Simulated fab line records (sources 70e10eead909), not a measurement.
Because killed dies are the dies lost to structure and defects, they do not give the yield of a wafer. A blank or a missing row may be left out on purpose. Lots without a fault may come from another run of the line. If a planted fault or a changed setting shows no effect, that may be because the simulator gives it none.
A struck lot beside a sound one    flow nand_harc    15 steps out of a route of 1302
Sound: these wafers, L459.3, L459.4, L459.6. Wafers struck: L468.2, L468.5, L468.6. The cause is given at the end.
Per side, at each step with rows, come the tool, then ch with its chambers, and then its first start. Under that, the readings that differ: sound wafers    struck wafers    difference of the means    sigmas: that difference in standard deviations of wafers without a fault.
alike: a reading whose means differ by less than 2 such deviations, as well as words and numbers matching on both sides. not compared: withheld readings; readings where some wafer has no value; bounds like >300 that might hide an equal value; numbers whose values overlap and for which the record gives no deviation.
A row with sigmas, a row that says differs or no value, or rows on one side alone: a step with any of these is where the two part. When numbers do not overlap yet have no deviation, they are printed without sigmas and do not part them. A reading that every wafer of one side lacks parts them only if that side has two wafers or more.

NHARC_A_CONTACT_ETCH_112: etches the open film in C4F8/O2/Ar, time 190 s, target depth 1850 nm.
  sound on har_cap_etch-03 ch 0,1, day 23 15:00; struck on har_cap_etch-01 ch 0,1, day 27 16:14
  alike: chamber_pressure_mTorr, oes_air_line_au
  not compared: rf_hours_counter_h
then, 3 steps without rows for these wafers: NHARC_A_CONTACT_ETCH_113 (etches the open film in C4F8/O2/Ar, time 190 s, target depth 1850 nm); NHARC_A_CONTACT_ETCH_114 (etches the open film in C4F8/O2/Ar, time 190 s, target depth 1850 nm); NHARC_A_CONTACT_ETCH_115 (etches the open film in C4F8/O2/Ar, time 190 s, target depth 1850 nm).
NHARC_A_CONTACT_ETCH_116: etches the open film in C4F8/O2/Ar, time 190 s, target depth 1850 nm.
  sound on har_cap_etch-03 ch 0,1, day 23 15:41; struck on har_cap_etch-01 ch 0,1, day 27 17:02
  alike: chamber_pressure_mTorr, oes_air_line_au
  not compared: rf_hours_counter_h
NHARC_A_CONTACT_ETCH_117: etches the open film in C4F8/O2/Ar, time 190 s, target depth 1850 nm.
  sound on har_cap_etch-03 ch 0,1, day 23 15:51; struck on har_cap_etch-01 ch 0,1, day 27 17:15
  alike: chamber_pressure_mTorr, oes_air_line_au
  not compared: rf_hours_counter_h
then, 3 steps without rows for these wafers: NHARC_A_CONTACT_ETCH_118 (etches the open film in C4F8/O2/Ar, time 190 s, target depth 1850 nm); NHARC_A_CONTACT_ETCH_119 (etches the open film in C4F8/O2/Ar, time 190 s, target depth 1850 nm); NHARC_A_CONTACT_ETCH_120 (etches the open film in C4F8/O2/Ar, time 190 s, target depth 1850 nm).
NHARC_A_CONTACT_ETCH_121: etches the open film in C4F8/O2/Ar, time 190 s, target depth 1850 nm.
  sound on har_cap_etch-03 ch 0,1, day 23 16:32; struck on har_cap_etch-01 ch 0,1, day 27 18:10
  alike: chamber_pressure_mTorr, oes_air_line_au
  not compared: rf_hours_counter_h
NHARC_A_CONTACT_ETCH_122: etches the open film in C4F8/O2/Ar, time 190 s, target depth 1850 nm.
  sound on har_cap_etch-03 ch 0,1, day 23 16:43; struck on har_cap_etch-01 ch 0,1, day 27 18:23
  alike: chamber_pressure_mTorr, oes_air_line_au
  not compared: rf_hours_counter_h
then, 1 step without rows for these wafers: NHARC_A_CONTACT_ETCH_123 (etches the open film in C4F8/O2/Ar, time 490 s, target depth 2110 nm).
NHARC_A_CONTACT_ETCH_90: etches the open film in CH3F/O2, target depth 40 nm, time 85.7 s.
  sound on rie_diel-12 ch 0,2,3, day 23 17:49; struck on rie_diel-04 ch 0,1,2, day 27 19:49
  no value came back on the struck wafers for any of 9 readings (bias_w (W), ch3f_flow_sccm (sccm) and others); on the sound wafers bias_w (W) reads 99.92 99.65 100.06
  not compared: rf_hours_counter_h
then, 1 step without rows for these wafers: NHARC_A_CONTACT_ETCH_96 (etches the open film in C4F6/O2, target depth 20 nm, time 10 s).
-- the record jumps here: 3 days lie between the struck wafers' starts before and after (it left off in module A_CONTACT and takes up again in module END, whose first step shown is number 1302 of the route) --
NHARC_END_SORT_01:
  the record has rows for the struck wafers here (prober-02 ch 0, day 30 13:04) and none for the sound ones

WHERE THEY PART
First at NHARC_A_CONTACT_ETCH_90; last, within this record, at NHARC_END_SORT_01.

WHY: what the simulator had put in
Skipped step whole: rie_diel-04, from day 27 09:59 on, at NHARC_A_CONTACT_ETCH_90. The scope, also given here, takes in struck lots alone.
